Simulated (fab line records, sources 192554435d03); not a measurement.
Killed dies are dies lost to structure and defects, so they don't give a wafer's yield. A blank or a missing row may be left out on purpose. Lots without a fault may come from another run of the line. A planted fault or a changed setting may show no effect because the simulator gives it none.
Chamber matching | flow n5_finfet | N5_BEOL_M1_PRE_CLEAN_60 on cvd_co-01: 3 sister chambers
The step time 15 s. 6 wafers are shown with their chamber, then 8 later ones without.

WAFERS WITH THEIR CHAMBER
wafer  | chamber | heater_power_w (W)
L086.2 | 1       | 94
L086.6 | 2       | 59
L087.3 | 1       | 92
L087.4 | 2       | 58
L087.6 | 0       | 90
L085.1 | 0       | 89

WAFERS WITHOUT THEIR CHAMBER
wafer  | heater_power_w (W)
L085.2 | 93
L085.3 | 59
L085.4 | 94
L085.5 | 58
L085.6 | 88
L089.1 | 89
L089.5 | 91
L089.6 | 95

WHICH CHAMBER EACH WENT THROUGH
wafer  | from the rows above     | in truth
L085.2 | 1                       | 1
L085.3 | 2                       | 2
L085.4 | 1                       | 1
L085.5 | 2                       | 2
L085.6 | 0                       | 0
L089.1 | 0                       | 0
L089.5 | can't be placed: 0 or 1 | 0
L089.6 | 1                       | 1
Placed correctly: 7 of 8. Can't be placed from these rows: 1 (the true chamber is among the candidates in 1). Placed wrongly: 0.
How it was worked out, from the rows above alone: a wafer's distance from a chamber is the root of the sum, over the readings, of the square of ((its reading less the chamber's mean) divided by the reading's scatter). The wafer belongs to the nearest chamber; if the next one is less than 2 further off, it can't be placed. A chamber's mean is the mean of its shown wafers. The scatter: the root of (the sum of the squares of (reading less its chamber's mean) over the shown wafers, divided by (wafers less chambers)).
